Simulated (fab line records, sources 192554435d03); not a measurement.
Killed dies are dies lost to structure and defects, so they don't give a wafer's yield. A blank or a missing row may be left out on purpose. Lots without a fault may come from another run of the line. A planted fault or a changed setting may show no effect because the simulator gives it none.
Split-lot experiment | flow n5_finfet | 7 lots, 21 wafers read, on a route of 1938 steps

THE SPLIT
At N5_BEOL_M2_ETCH_69 (etches SiARC in CF4, target depth 15.6 nm, time 26 s), the setting bias_w was moved away from the recipe's 36 W on 7 of the 21 wafers read, by -16.5% to +15.9%. The other wafers ran this setting at the recipe's value.

The reading is taken at the split's own step.

THE READING
rf_vpp_V, in V, at N5_BEOL_M2_ETCH_69 (etches SiARC in CF4, target depth 15.6 nm, time 26 s). Fault-free wafers of this fab line usually give 184.3 V, standard deviation 1.2 V.

wafer  | tool, chamber at the split | bias_w as run, W | against the recipe | rf_vpp_V, V | against lot-mates on the recipe
L076.2 | rie_diel-03, 2             | 30.55            | -15.1%             | 166.7       | -17.7
L076.3 | rie_diel-03, 1             | 30.55            | -15.1%             | 165.3       | -19.1
L076.4 | rie_diel-03, 1             | 36               | recipe             | 184.4       | -
L081.1 | rie_diel-03, 0             | 36               | recipe             | 185.6       | -
L081.4 | rie_diel-03, 2             | 41.71            | +15.9%             | 202.1       | +16.5
L081.5 | rie_diel-03, 1             | 41.71            | +15.9%             | 202.3       | +16.7
L083.1 | rie_diel-01, 0             | 36               | recipe             | 184.9       | -
L083.2 | rie_diel-01, 1             | 34.15            | -5.1%              | 177.5       | -8.2
L083.5 | rie_diel-01, 3             | 36               | recipe             | 186.5       | -
L090.4 | rie_diel-05, 3             | 36               | recipe             | 183.2       | -
L090.5 | rie_diel-05, 1             | 36               | recipe             | 184.4       | -
L090.6 | rie_diel-05, 2             | 36               | recipe             | 182.4       | -
L091.1 | rie_diel-01, 0             | 36               | recipe             | 185.7       | -
L091.3 | rie_diel-01, 3             | 36               | recipe             | 186.5       | -
L091.6 | rie_diel-01, 1             | 36               | recipe             | 182.5       | -
L093.1 | rie_diel-01, 2             | 36               | recipe             | 184.8       | -
L093.3 | rie_diel-01, 0             | 36               | recipe             | 185.8       | -
L093.6 | rie_diel-01, 2             | 36               | recipe             | 183.6       | -
L095.1 | rie_diel-01, 1             | 36               | recipe             | 182.4       | -
L095.5 | rie_diel-01, 0             | 30.07            | -16.5%             | 165.2       | -17.2
L095.6 | rie_diel-01, 1             | 30.07            | -16.5%             | 164.6       | -17.8

THE FIT
A straight line over all 21 wafers: rf_vpp_V changes by +1.17 V for each +1% of bias_w; r = +0.99; the points scatter about the line by 1.3 V.
The same after taking each lot's own level away (the mean of its wafers on the recipe; 21 wafers): +1.11 V for each +1%; r = +0.99; scatter 1.2 V.
On that fit, the largest move of bias_w shifts the reading by 18 V.
The lots' own levels span 182.40 to 185.70 V, that is 2.7 times the standard deviation above.
So the lot-to-lot level changes the slope little: the two slopes agree.
Check: with one of the wafers moved furthest among these (-16.5%) left out of the fit, the line predicts -18.8 V for it against its lot-mates. It came out at -17.2 V against them.
Tool readings at the split's step, against how far the setting was moved: rf_vpp_V r = +0.99.

OTHER SPLITS ON THESE WAFERS
These wafers also went through other splits before the reading. Each is held against what the fit with the lots' levels taken away leaves over:
other split on the same wafers | wafers away from the commonest value | r with rf_vpp_V (lot level and that fit taken away)
N5_BEOL_M2_DESCUM_16 time_s    | 7                                    | +0.15
N5_BEOL_M2_COAT_22 spin_rpm    | 10                                   | -0.19

THE FILE'S OWN FIT
rf_vpp_V changes by +1.12 V for each +1% of bias_w, r = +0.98.
